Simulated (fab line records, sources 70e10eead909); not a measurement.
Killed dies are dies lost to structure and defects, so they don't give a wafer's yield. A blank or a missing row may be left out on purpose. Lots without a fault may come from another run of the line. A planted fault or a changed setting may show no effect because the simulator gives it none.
Problem report in the 8D (eight disciplines) form, filled by code | flow nand_harc | the parts of the form that need people (team, actions taken, sign-off) are left out

1. THE PROBLEM
heater_power_total_W at NHARC_A_CONTACT_SOFTBAKE_03 reads a mean of 222.76 W on 2 wafers of 2 lots; wafers without a fault read 188.46 W with a standard deviation of 0.14. That is +99 or more standard deviations from the usual mean.
The step: time 55 s.
First seen on wafer L524.1, day 19 23:00, on litho_track-04. The record holds 38 wafers of 13 lots with a number at this step. Rule for "out", or "out of limits": more than 4 standard deviations from the usual mean. The other wafers with a number count as sound.

2. WHAT IT IS AND WHAT IT IS NOT
question                    | is                   | is not
which readings at this step | heater_power_total_W | -
which lots                  | L523, L524           | L512, L513, L514, L515, L516, L525, L528, L529, L530, L533, L535
which wafers of those lots  | L523.1, L524.1       | L523.6, L524.2, L524.6
read on which tools         | litho_track-04       | litho_track-01, litho_track-06
when                        | from day 19 23:00    | up to then (17 sound wafers); but 19 sound wafers of L523, L525, L528, L529, L530, L533, L535 came after

3. SUSPECTS, AND WHAT RULES EACH OUT
Counting: a tool at a process step up to the reading stays a suspect if it ran every lot that is out. Sound lots after the first of them don't rule it out here, since some wafers of a struck lot are sound.
- litho_track-04 at NHARC_A_CONTACT_SOFTBAKE_03 (time 55 s): kept. It ran every lot that is out, first L524 (day 19 23:00); its last sound lot up to then is L516 (day 17 23:00). Its own readings are out on those wafers: heater_power_total_W.
Left after counting: litho_track-04 at NHARC_A_CONTACT_SOFTBAKE_03.

4. THE CAUSE (what the simulator had put in)
Process parameter drift: litho_track-04, from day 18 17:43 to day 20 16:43, at NHARC_A_CONTACT_SOFTBAKE_03. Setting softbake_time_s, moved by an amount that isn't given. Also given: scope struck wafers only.
Counting left only this tool.

5. THE CHAIN OF EFFECTS, in route order
Each row: a reading whose mean over the struck wafers that have a number lies more than 3 standard deviations from the usual. Only readings for which the record gives a usual standard deviation are gone through. hours: the time from each lot's start at the first step in this table that gives one to its start at this step, as a median over the lots. sigmas: the change in usual standard deviations.
hours | step                        | reading              | usual    | on struck wafers | change | sigmas
0     | NHARC_A_CONTACT_SOFTBAKE_03 | heater_power_total_W | 188.46 W | 222.76           | +34.30 | +99 or more
The process steps in it:
- NHARC_A_CONTACT_SOFTBAKE_03: time 55 s.

6. WHAT WOULD HAVE CAUGHT IT SOONER
In this record the first reading out of limits was taken at day 19 23:00, 29 hours after the fault began at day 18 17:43.
